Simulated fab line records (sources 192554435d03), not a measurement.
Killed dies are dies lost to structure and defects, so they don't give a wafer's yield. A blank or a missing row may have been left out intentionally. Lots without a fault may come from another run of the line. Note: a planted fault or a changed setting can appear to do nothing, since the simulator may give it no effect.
Lot-split experiment    flow n5 finfet    39 wafers read from 7 lots, route of 1938 steps

## THE SPLIT ITSELF
At N5_BEOL_M11_HM_DEP_02 (deposits TiN, target thk 20 nm), the setting target thk a was moved away from the recipe's 200 angstrom on 12 of the 39 wafers read, by -47.6% to -21.0%. For the rest of the wafers, this setting stayed at what the recipe calls for.

## FROM THE SPLIT TO THE READING: what the file shows between them, 4 steps
- N5_BEOL_M11_COAT_59: time 60 s, resist thk 100 nm
- N5_BEOL_M11_COAT_60: time 60 s, resist thk 30 nm
- N5_BEOL_M11_STRIP_68: strips in N2/H2
- N5_BEOL_M11_STRIP_67: strips in CF4

## THE READING
oes product au, in a.u., at N5_BEOL_M11_HM_OPEN_17 (chemistry Cl2/BCl3, target TiN, target depth 20 nm, overetch 6 nm). Typical for fault-free wafers on this fab line: 0.69 a.u., with standard deviation 0.032 a.u.

wafer   tool, chamber at the split  target thk a as run, angstrom  against the recipe  oes product au, a.u.  against lot-mates on the recipe
L074.1  pvd sputter-02, -           200                            recipe              0.67                  -
L074.2  pvd sputter-02, -           200                            recipe              0.66                  -
L074.3  pvd sputter-02, -           200                            recipe              0.67                  -
L074.4  pvd sputter-02, -           200                            recipe              0.67                  -
L074.5  pvd sputter-02, -           200                            recipe              0.67                  -
L074.6  pvd sputter-02, -           200                            recipe              0.67                  -
L075.1  pvd sputter-01, -           200                            recipe              0.74                  -
L075.2  pvd sputter-01, -           200                            recipe              0.72                  -
L075.3  pvd sputter-01, -           200                            recipe              0.74                  -
L075.4  pvd sputter-01, -           200                            recipe              0.72                  -
L075.5  pvd sputter-01, -           200                            recipe              0.74                  -
L075.6  pvd sputter-01, -           200                            recipe              0.72                  -
L081.1  pvd sputter-02, -           200                            recipe              0.72                  -
L081.2  pvd sputter-02, -           200                            recipe              0.73                  -
L081.3  pvd sputter-02, -           200                            recipe              0.73                  -
L081.4  pvd sputter-02, -           124.2                          -37.9%              0.56                  -0.17
L081.5  pvd sputter-02, -           124.2                          -37.9%              0.58                  -0.15
L081.6  pvd sputter-02, -           124.2                          -37.9%              0.57                  -0.16
L086.1  pvd sputter-02, -           200                            recipe              0.72                  -
L086.4  pvd sputter-02, -           200                            recipe              0.72                  -
L086.5  pvd sputter-02, -           200                            recipe              0.71                  -
L088.1  pvd sputter-03, -           200                            recipe              0.66                  -
L088.2  pvd sputter-03, -           200                            recipe              0.73                  -
L088.3  pvd sputter-03, -           158.1                          -21.0%              0.58                  -0.12
L088.4  pvd sputter-03, -           158.1                          -21.0%              0.64                  -0.06
L088.5  pvd sputter-03, -           200                            recipe              0.72                  -
L088.6  pvd sputter-03, -           158.1                          -21.0%              0.58                  -0.12
L087.1  pvd sputter-02, -           122.5                          -38.7%              0.52                  -0.13
L087.2  pvd sputter-02, -           122.5                          -38.7%              0.51                  -0.14
L087.3  pvd sputter-02, -           200                            recipe              0.66                  -
L087.4  pvd sputter-02, -           200                            recipe              0.65                  -
L087.5  pvd sputter-02, -           200                            recipe              0.65                  -
L087.6  pvd sputter-02, -           122.5                          -38.7%              0.51                  -0.14
L090.1  pvd sputter-03, -           200                            recipe              0.70                  -
L090.2  pvd sputter-03, -           104.8                          -47.6%              0.52                  -0.18
L090.3  pvd sputter-03, -           200                            recipe              0.70                  -
L090.4  pvd sputter-03, -           200                            recipe              0.70                  -
L090.5  pvd sputter-03, -           104.8                          -47.6%              0.51                  -0.19
L090.6  pvd sputter-03, -           104.8                          -47.6%              0.53                  -0.17

FIT RESULTS
A straight line over all 39 wafers: oes product au changes by +0.00401 a.u. for each +1% of target thk a; r = +0.92; the points scatter about the line by 0.03 a.u.
The same after taking each lot's own level away (the mean of its wafers on the recipe; 39 wafers): +0.00388 a.u. for each +1%; r = +0.98; scatter 0.015 a.u.
That fit puts the effect of the largest move of target thk a on the reading at 0.18 a.u.
The lots' own levels span 0.653 to 0.730 a.u., that is 2.4 times the standard deviation above.
The two slopes agree, so the slope changes little with the lot-to-lot level.
Check: with one of the wafers moved furthest among these (-47.6%) left out of the fit, the line predicts -0.187 a.u. for it against its lot-mates. It came out at -0.18 a.u. against them.

## THE OTHER SPLITS THESE WAFERS WENT THROUGH
Before the reading, these wafers also passed through other splits. Each is held against what the fit with the lots' levels taken away leaves over:
other split on the same wafers    wafers away from the commonest value  r with oes product au (lot level and that fit taken away)
N5_BEOL_M2_TRENCH_ETCH_37 time s  12                                    -0.05
N5_BEOL_M4_DESCUM_16 time s       9                                     +0.05
N5_BEOL_M8_DESCUM_33 time s       9                                     -0.17

## THE WHOLE CHAIN: every reading that the file lists as answering this split, in the file's order
step                    what it does                                                       reading                                                                            change (the file's fit)                    r (the file's)
N5_BEOL_M11_HM_DEP_02   deposits TiN, target thk 20 nm                                     TiN_of_BEOL_M11_HM_DEP_02.thk nm (the simulator's own value, which no gauge read)  +0.202 nm for each +1% of the setting      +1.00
N5_BEOL_M11_HM_OPEN_17  chemistry Cl2/BCl3, target TiN, target depth 20 nm, overetch 6 nm  oes product au                                                                     +0.00391 a.u. for each +1% of the setting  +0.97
N5_BEOL_M11_HM_OPEN_17  chemistry Cl2/BCl3, target TiN, target depth 20 nm, overetch 6 nm  etch.depth nm (the simulator's own value, which no gauge read)                     +0.202 nm for each +1% of the setting      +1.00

## THE FILE'S OWN FIT
oes product au changes by +0.00391 a.u. for each +1% of target thk a, r = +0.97.
